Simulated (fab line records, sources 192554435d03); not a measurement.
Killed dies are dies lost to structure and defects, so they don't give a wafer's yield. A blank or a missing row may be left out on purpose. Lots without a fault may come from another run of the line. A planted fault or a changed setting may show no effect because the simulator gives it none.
fab line records | flow n5_finfet
record lots=11 wafers=33 last_day=17
route steps=1938 shown GATE_CUT@474 BEOL_M4@1111
lots that met no fault: from a run of the same line without faults
start_h: hours from the record's first day to the start of the lot's first wafer shown | wait_h: hours since the lot's step before | " the same as in the row above | L1.1+2: a row that stands for several wafers | - no value, or no start given | * or withheld: withheld | < > ~ a bound
route shown NAME@n: a module of which the file shows steps, and the number in the route of the first | usual: mean/standard deviation of fault-free wafers | same: alike in all rows | chamber/n: place in a boat | sites: the reading at each site | _std_site: their standard deviation | _edge_site: outer sites' mean less inner sites' | radius_mm: how far each site lies from the wafer's centre | mask NAME#n: copy n | behind: the tool/chamber that last shaped the wafer | hold: why the lot was held/for how many hours/how that ended | device: the transistor (n, p or np) that didn't switch | end of line: the same wafers' tests at the end of the route | a step without rows: its recipe alone | killed: dies lost to structure and defects at the first sort, not the wafer's yield | map: a wafer's dies, x killed, . not, _ none there
set.NAME: the setting as run; set.NAME@STEP: as run at that earlier step | model.NAME: the simulator's own value behind a step, which no gauge read
steps of the route over a sample of lots; a table a step, a row a wafer
services: from which hour (start_h, from the record's first day; less than 0 if before it) a tool's chamber was out of use, for how many hours, and why
## steps
# step N5_GATE_CUT_PECVD_57
# recipe material=SiNx target_thk_a=210 temp_c=400 precursor=SiH4/NH3/N2 pressure_torr=1.5 rf_w=300
# usual heater_power_w=765/83 showerhead_plenum_p_Torr=5.17/0.08 throttle_valve_pct=39.8/2.1
# columns lot.wafer tool chamber start_h wait_h heater_power_w showerhead_plenum_p_Torr throttle_valve_pct
L866.1 pecvd-03 2 83.27 1.1 802 5.12 39.9
L866.2 " 0 " " 868 5.29 40.0
L866.3 " 1 " " 782 5.28 42.3
L867.1 pecvd-03 1 89.06 1.1 729 5.28 42.8
L867.3 " 0 " " 866 5.28 40.2
L867.5 " 0 " " 863 5.29 40.3
L868.1 pecvd-04 2 96.02 1.1 820 5.11 36.4
L868.4 " 1 " " 793 5.24 38.7
L868.5 " 0 " " 678 5.09 41.7
L869.1 pecvd-01 2 100.11 1.1 628 5.10 36.3
L869.3 " 0 " " 640 5.10 42.3
L869.5 " 1 " " 787 5.22 39.7
L873.1 pecvd-04 2 124.16 1.1 899 5.10 36.9
L873.3 " 1 " " 870 5.26 38.7
L873.5 " 0 " " 688 5.09 41.7
L876.1 pecvd-04 1 147.74 1.1 893 5.23 38.8
L876.5 " 0 " " 709 5.09 41.7
L876.6 " 2 " " 844 5.12 37.0
L877.2 pecvd-01 2 150.55 1.1 670 5.10 36.2
L877.3 " 0 " " 706 5.11 42.2
L877.4 " 2 " " 658 5.11 36.1
L883.1 pecvd-04 1 184.70 1.1 791 5.26 38.6
L883.3 " 0 " " 597 5.08 42.0
L883.6 " 2 " " 784 5.11 37.0
L884.1 pecvd-01 0 189.97 1.1 716 5.10 42.1
L884.2 " 1 " " 757 5.24 39.8
L884.4 " 0 " " 698 5.09 42.2
L885.3 pecvd-01 1 198.17 1.1 839 5.23 39.7
L885.5 " 0 " " 680 5.11 42.3
L885.6 " 1 " " 822 5.24 39.6
L889.1 pecvd-04 1 223.30 1.1 807 5.25 38.8
L889.2 " 2 " " 860 5.11 37.2
L889.6 " 2 " " 888 5.12 37.2
# step N5_GATE_CUT_EXPOSE_10
# recipe mask_id=GATE_CUT na=0.33 source_shape=annular sigma_inner=0.35 sigma_outer=0.8 polarization=unpolarized target_cd_nm=20 dose_mj=43.25
# usual exposure_dose_mJ_cm2=43.17/0.073 reticle_temp_C=22.99/0.11
# columns lot.wafer tool chamber start_h wait_h mask exposure_dose_mJ_cm2 reticle_temp_C
L866.1 euv_scanner-01 0 83.88 - GATE_CUT#0 43.21 23.08
L866.2 " 0 " " GATE_CUT#0 43.22 23.02
L866.3 " 0 " " GATE_CUT#0 43.25 23.09
L867.1 euv_scanner-01 0 89.67 - GATE_CUT#0 43.28 23.20
L867.3 " 0 " " GATE_CUT#0 43.30 23.05
L867.5 " 0 " " GATE_CUT#0 43.24 22.96
L868.1 euv_scanner-02 0 96.76 - GATE_CUT#0 43.14 22.87
L868.4 " 0 " " GATE_CUT#0 43.10 22.93
L868.5 " 0 " " GATE_CUT#0 43.09 22.81
L869.1 euv_scanner-02 0 100.71 - GATE_CUT#0 43.16 22.93
L869.3 " 0 " " GATE_CUT#0 43.16 22.80
L869.5 " 0 " " GATE_CUT#0 43.16 23.10
L873.1 euv_scanner-01 0 124.89 - GATE_CUT#0 43.27 22.87
L873.3 " 0 " " GATE_CUT#0 43.26 22.93
L873.5 " 0 " " GATE_CUT#0 43.29 22.82
L876.1 euv_scanner-02 0 148.47 - GATE_CUT#0 42.31 22.93
L876.5 " 0 " " GATE_CUT#0 42.25 22.93
L876.6 " 0 " " GATE_CUT#0 42.36 23.07
L877.2 euv_scanner-02 0 151.17 - GATE_CUT#0 42.48 23.06
L877.3 " 0 " " GATE_CUT#0 42.44 23.22
L877.4 " 0 " " GATE_CUT#0 42.42 22.87
L883.1 euv_scanner-01 0 185.43 - GATE_CUT#0 43.22 23.16
L883.3 " 0 " " GATE_CUT#0 43.18 22.94
L883.6 " 0 " " GATE_CUT#0 43.26 22.95
L884.1 euv_scanner-01 0 190.58 - GATE_CUT#0 43.16 22.83
L884.2 " 0 " " GATE_CUT#0 43.18 22.87
L884.4 " 0 " " GATE_CUT#0 43.18 23.09
L885.3 euv_scanner-01 0 198.83 - GATE_CUT#0 43.21 22.84
L885.5 " 0 " " GATE_CUT#0 43.19 22.96
L885.6 " 0 " " GATE_CUT#0 43.28 22.94
L889.1 euv_scanner-01 0 224.04 - GATE_CUT#0 43.22 23.02
L889.2 " 0 " " GATE_CUT#0 43.26 23.04
L889.6 " 0 " " GATE_CUT#0 43.26 22.83
# step N5_GATE_CUT_OVL_MEAS_14
# recipe points_per_wafer=522
# usual GATE_CUT_OVL=0.0/0.66
# columns lot.wafer tool chamber start_h wait_h GATE_CUT_OVL[nm]
L866.1 overlay-01 0 84.04 0.0 0.2
L866.2 " 0 " " -0.5
L866.3 " 0 " " 0.0
L867.1 overlay-01 0 89.83 0.0 -0.2
L867.3 " 0 " " 0.3
L867.5 " 0 " " 0.6
L868.1 overlay-02 0 96.92 0.0 1.1
L868.4 " 0 " " 1.7
L868.5 " 0 " " -0.6
L869.1 overlay-01 0 100.88 0.0 1.5
L869.3 " 0 " " -0.7
L869.5 " 0 " " 0.7
L873.1 overlay-01 0 125.06 0.0 0.0
L873.3 " 0 " " 0.1
L873.5 " 0 " " 0.0
L876.1 overlay-01 0 148.63 0.0 0.7
L876.5 " 0 " " 1.0
L876.6 " 0 " " 0.4
L877.2 overlay-01 0 151.34 0.0 -0.9
L877.3 " 0 " " 0.9
L877.4 " 0 " " -1.0
L883.1 overlay-02 0 185.60 0.0 0.1
L883.3 " 0 " " 0.4
L883.6 " 0 " " 0.0
L884.1 overlay-02 0 190.74 0.0 -0.2
L884.2 " 0 " " -0.8
L884.4 " 0 " " 0.6
L885.3 overlay-01 0 198.99 0.0 0.8
L885.5 " 0 " " 0.8
L885.6 " 0 " " 0.9
L889.1 overlay-02 0 224.20 0.0 0.8
L889.2 " 0 " " 0.2
L889.6 " 0 " " 0.8
# step N5_GATE_CUT_DESCUM_18
# recipe chemistry=O2 time_s=7 source_power_w=50 bias_power_w=20 pressure_mtorr=20 rf_frequency_hz=2.712e+07 temp_c=40 resist=CAR-EUV o2_flow_sccm=225
# usual drypump_motor_current_A=5.9/0.48 oes_product_au=0.74/0.046 rf_vpp_V=243.0/1.5 showerhead_plenum_p_Torr=2.08/0.084 throttle_valve_pct=20.45/0.17
# columns lot.wafer tool chamber start_h wait_h drypump_motor_current_A oes_product_au rf_hours_counter_h rf_vpp_V showerhead_plenum_p_Torr throttle_valve_pct
L866.1 rie_diel-03 2 84.13 0.0 5.3 0.74 166 244.0 2.09 20.17
L866.2 " 3 " " 5.3 0.76 144 241.9 2.01 20.59
L866.3 " 1 " " 6.5 0.74 152 243.6 2.12 20.69
L867.1 rie_diel-04 3 90.00 0.1 5.9 0.74 150 245.4 2.20 20.49
L867.3 " 2 " " 5.4 0.78 123 243.2 2.10 20.31
L867.5 " 1 " " 6.0 0.74 - 245.3 2.18 20.39
L868.1 rie_diel-04 0 97.02 0.0 6.3 0.74 192 241.2 1.97 20.53
L868.4 " 2 " " 5.4 0.77 125 243.6 2.10 20.32
L868.5 " 0 " " 6.3 0.74 - 239.5 1.97 20.54
L869.1 rie_diel-03 2 100.97 0.0 5.3 0.73 171 242.4 2.09 20.18
L869.3 " 1 " " 6.5 0.74 157 242.3 2.12 20.71
L869.5 " 3 " " 5.3 0.75 - 241.7 2.01 20.59
L873.1 rie_diel-04 3 125.15 0.0 6.0 0.73 160 245.4 2.20 20.51
L873.3 " 2 " " 5.4 0.77 134 243.2 2.09 20.33
L873.5 " 2 " " 5.4 0.77 - 241.6 2.09 20.35
L876.1 rie_diel-03 2 148.73 0.0 5.3 0.72 184 242.2 2.08 20.21
L876.5 " 3 " " 5.3 0.74 - 241.2 2.00 20.61
L876.6 " 0 " " 5.9 0.70 - 241.6 1.96 20.42
L877.2 rie_diel-03 1 151.43 0.0 6.5 0.73 173 241.8 2.11 20.74
L877.3 " 3 " " 5.3 0.74 165 241.5 2.00 20.61
L877.4 " 0 " " 5.9 0.70 228 241.6 1.96 20.44
L883.1 rie_diel-04 0 185.69 0.0 6.3 0.72 214 241.4 1.96 20.57
L883.3 " 3 " " 5.9 0.71 178 243.1 2.19 20.51
L883.6 " 1 " " 6.1 0.72 - 243.6 2.17 20.44
L884.1 rie_diel-03 2 191.13 0.3 5.3 0.72 197 242.3 2.08 20.23
L884.2 " 0 " " 5.9 0.69 239 242.7 1.96 20.45
L884.4 " 3 " " 5.3 0.72 177 241.0 2.00 20.64
L885.3 rie_diel-03 2 199.68 0.6 5.3 0.71 200 243.5 2.08 20.23
L885.5 " 0 " " 5.9 0.69 - 241.1 1.96 20.45
L885.6 " 1 " " 6.5 0.71 - 243.0 2.11 20.74
L889.1 rie_diel-03 3 224.33 0.1 5.3 0.72 185 241.9 1.99 20.64
L889.2 " 1 " " 6.5 0.71 195 243.3 2.10 20.75
L889.6 " 2 " " 5.3 0.71 - 243.3 2.07 20.23
# step N5_BEOL_M4_RC_MEAS_101
# usual DIBL_N=35.8/1.6 DIBL_P=36.0/2.1 IOFF_N=0.153/0.026 IOFF_P=0.21/0.037 ION_N=673/11 ION_P=462/7.6 SS_N=71.4/0.53 SS_P=73.2/0.67 VT_N=250/3.2 VT_P=-250/3.7
# columns lot.wafer tool chamber start_h wait_h DIBL_N[mV/V] DIBL_P[mV/V] IOFF_N[nA/um] IOFF_P[nA/um] ION_N[uA/um] ION_P[uA/um] SS_N[mV/dec] SS_P[mV/dec] VT_N[mV] VT_P[mV]
L866.1 prober-02 0 169.42 0.0 37.3 39.2 0.188 0.26 684 476 70.9 74.0 245 -248
L866.2 " 0 " " 33.5 33.7 0.117 0.17 662 463 71.1 72.5 256 -251
L866.3 " 0 " " 37.9 38.8 0.207 0.27 700 476 71.1 74.2 243 -245
L867.1 prober-02 0 177.41 0.0 35.3 36.1 0.139 0.18 670 453 71.1 73.2 252 -255
L867.3 " 0 " " 37.4 37.9 0.165 0.20 675 460 71.7 73.4 250 -250
L867.5 " 0 " " 35.5 35.7 0.137 0.18 673 456 71.6 72.4 253 -252
L868.1 prober-01 0 191.95 0.0 36.7 38.9 0.176 0.28 693 472 71.4 74.1 250 -243
L868.4 " 0 " " 37.7 40.2 0.201 0.32 682 477 72.1 74.1 246 -240
L868.5 " 0 " " 35.7 37.7 0.146 0.26 673 470 71.0 73.2 252 -244
L869.1 prober-02 0 192.23 0.0 38.4 37.5 0.175 0.22 679 461 72.8 73.6 251 -251
L869.3 " 0 " " 39.5 39.5 0.193 0.27 685 473 72.2 74.4 250 -249
L869.5 " 0 " " 36.4 35.9 0.144 0.20 678 464 70.8 73.0 251 -253
L873.1 prober-01 0 207.77 0.0 33.7 33.4 0.121 0.17 658 458 70.6 72.8 253 -255
L873.3 " 0 " " 33.4 32.9 0.111 0.15 653 450 70.4 72.2 254 -253
L873.5 " 0 " " 31.5 30.3 0.091 0.13 647 445 70.2 72.0 256 -257
L876.1 prober-01 0 240.45 0.0 36.1 38.3 0.179 0.27 676 469 71.6 74.0 250 -243
L876.5 " 0 " " 35.8 37.3 0.177 0.27 675 474 71.6 74.0 247 -244
L876.6 " 0 " " 35.7 36.3 0.165 0.23 670 467 71.9 72.8 248 -248
L877.2 prober-01 0 245.42 0.2 35.2 36.0 0.160 0.18 670 455 71.9 73.3 251 -252
L877.3 " 0 " " 37.1 39.2 0.186 0.24 670 452 71.4 74.0 246 -250
L877.4 " 0 " " 36.0 37.5 0.160 0.22 675 460 71.9 73.7 249 -251
L884.1 prober-02 0 274.61 0.0 35.1 34.1 0.127 0.16 657 454 71.6 72.5 253 -257
L884.2 " 0 " " 35.8 34.5 0.131 0.16 661 452 71.3 72.6 254 -257
L884.4 " 0 " " 32.7 30.9 0.093 0.12 662 448 70.3 71.9 259 -255
L883.1 prober-01 0 275.89 0.0 35.1 36.0 0.145 0.19 665 459 70.7 73.7 251 -252
L883.3 " 0 " " 35.1 35.8 0.148 0.19 671 458 71.4 72.8 249 -250
L883.6 " 0 " " 37.1 38.2 0.178 0.22 678 460 72.4 74.1 249 -252
L885.3 prober-01 0 289.61 0.3 36.5 36.6 0.159 0.20 669 459 71.4 73.7 253 -251
L885.5 " 0 " " 37.5 37.0 0.174 0.21 680 464 72.2 73.4 250 -249
L885.6 " 0 " " 34.7 35.0 0.136 0.18 661 460 70.6 72.9 253 -254
L889.1 prober-01 0 306.13 0.0 38.3 36.3 0.182 0.21 675 454 71.5 73.9 248 -251
L889.2 " 0 " " 34.6 32.5 0.124 0.17 668 456 71.3 72.6 254 -253
L889.6 " 0 " " 35.0 33.8 0.136 0.18 665 461 71.1 73.1 249 -253
## services
# columns tool chamber start_h hours kind
pecvd-03 - 60.58 14.6 pm
rie_diel-04 3 60.92 12.0 repair
euv_scanner-02 - 71.80 4.6 pm
pecvd-01 0 73.85 5.5 scheduled_down
pecvd-04 2 76.52 2.1 scheduled_down
euv_scanner-01 - 76.65 5.8 pm
pecvd-01 - 87.76 6.9 repair
euv_scanner-02 - 102.64 1.0 pm
euv_scanner-01 - 113.89 1.0 pm
pecvd-01 1 113.93 5.5 scheduled_down
rie_diel-04 - 117.44 2.2 repair
rie_diel-03 2 119.39 6.6 repair
euv_scanner-01 - 131.15 0.2 repair
euv_scanner-02 - 135.17 6.8 repair
euv_scanner-02 - 158.79 1.0 pm
euv_scanner-02 0 165.80 - calibration
euv_scanner-01 - 170.04 1.0 pm
euv_scanner-01 - 175.00 4.6 pm
euv_scanner-02 - 184.17 12.2 repair
pecvd-01 2 194.03 10.1 repair
pecvd-01 - 196.98 0.2 repair
pecvd-03 2 202.38 - clean
pecvd-03 2 202.38 - consumable_replace:showerhead
euv_scanner-01 - 203.26 17.3 pm
## key
first_sign step=N5_GATE_CUT_EXPOSE_10 reading=exposure_dose_mJ_cm2 direction=down sigmas=11 usual=43.17 struck=42.37
effect none on later readings
met_at N5_GATE_CUT_EXPOSE_10
struck_lots L876,L877
sort_left_out L876.1,L876.5,L876.6,L877.2,L877.3,L877.4
loop_trim step=N5_GATE_CUT_EXPOSE_10 setting=dose lots=L877
not_acting_at N5_GATE_CUT_PECVD_57,N5_GATE_CUT_OVL_MEAS_14,N5_GATE_CUT_DESCUM_18
onset_between 100.71 148.47
fault kind=process_parameter_drift tool=euv_scanner-02 chamber=- onset_h=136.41 steps=N5_GATE_CUT_EXPOSE_10 channel=dose_mj offset=-0.85806 shape=step acts_in=these_recipes_only stated=43.25
# sort_left_out: the simulated sort isn't trusted on such a fault, so these wafers' sort isn't shown, and their yield isn't known
# loop_trim: a control loop set the setting to another value than it would have without faults
